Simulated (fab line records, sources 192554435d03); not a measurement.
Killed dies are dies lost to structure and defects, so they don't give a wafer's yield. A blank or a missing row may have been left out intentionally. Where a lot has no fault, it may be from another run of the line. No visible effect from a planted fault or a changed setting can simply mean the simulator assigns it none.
What tool caused it? | flow n5-finfet | Sampling: 9 lots, 27 wafers, 3 of 1938 route steps

WHAT EACH GAUGE READ, for each wafer
N5_BEOL_M3_INSPECT_13: inspects for defects (brightfield).
lot  | measured     | on                | raw-defect-count
L957 | day 8 04:55  | defect-inspect-01 | 572 612 457
L962 | day 9 03:57  | defect-inspect-01 | 408 503 412
L964 | day 9 13:26  | defect-inspect-02 | 729 367 417
L965 | day 9 14:55  | defect-inspect-01 | 619 491 330
L968 | day 10 11:06 | defect-inspect-01 | 561 585 411
L969 | day 10 17:09 | defect-inspect-01 | 368 275 408
L970 | day 11 07:26 | defect-inspect-02 | 929 1190 839
L972 | day 11 14:08 | defect-inspect-02 | 400 605 478
L977 | day 13 04:50 | defect-inspect-02 | 463 328 490

WHICH TOOL RAN EACH LOT (tool, then ch and the chambers of the sampled wafers, then the start)
lot  | N5_BEOL_M2_PRE_CLEAN_60          | N5_BEOL_M3_ILD_DEP_00
L957 | cvd-co-02 ch 0,1, day 8 03:56    | pecvd-02 ch 0,2, day 8 04:13
L962 | cvd-co-02 ch 0,1,2, day 9 02:10  | pecvd-02 ch 0,2, day 9 02:28
L964 | cvd-co-02 ch 0,2, day 9 10:59    | pecvd-02 ch 0,2, day 9 11:18
L965 | cvd-co-01 ch 1,2, day 9 13:32    | pecvd-04 ch 0,1, day 9 13:51
L968 | cvd-co-02 ch 0,1, day 10 08:41   | pecvd-02 ch 1,2, day 10 08:59
L969 | cvd-co-02 ch 0,1,2, day 10 15:46 | pecvd-02 ch 0,1,2, day 10 16:02
L970 | cvd-co-01 ch 0,1,2, day 11 04:22 | pecvd-02 ch 0,2, day 11 04:38
L972 | cvd-co-01 ch 1,2, day 11 12:12   | pecvd-01 ch 0,1,2, day 11 12:29
L977 | cvd-co-02 ch 0,1,2, day 13 00:13 | pecvd-04 ch 0,2, day 13 00:31
- N5_BEOL_M2_PRE_CLEAN_60: time 15 s.
- N5_BEOL_M3_ILD_DEP_00: deposits SiOC from DEMS/O2, target thk 79 nm, time 15.3 s.

THE ANSWER, worked out from the rows above alone
Rule: what is usual is taken from the lots themselves. Put in order of their means at a reading, lots are off if they are a third of the lots or fewer, leave a main group of 4 or more, and stand apart from it by a gap of 3 or more times the standard deviation of the main group's means; of several such gaps the widest counts. A main group is skipped when, at the precision printed for the reading in the tables above, its means are all equal. Also off: a lot with no number at a reading for which 4 or more lots have one. All remaining lots with rows at the step are treated as sound.
Off at N5_BEOL_M3_INSPECT_13 (raw-defect-count): L970. The main group has a mean of 470 with a standard deviation of 58.
A tool fits if, at a process step before that reading, it ran every lot that is off, and no sound lot after the first of them. The gauges at N5_BEOL_M3_INSPECT_13 are tried like those tools. One candidate fits, namely pecvd-02 at N5_BEOL_M3_ILD_DEP_00. Its last sound lot is L969 (day 10 16:02), its first lot that is off L970 (day 11 04:38): a fault that began between those two fits.

WHAT THE SIMULATOR PUT IN
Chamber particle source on pecvd-02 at N5_BEOL_M3_ILD_DEP_00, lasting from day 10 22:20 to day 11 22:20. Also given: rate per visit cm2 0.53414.
Struck lots among those shown: L970. The same result came from the rule above.
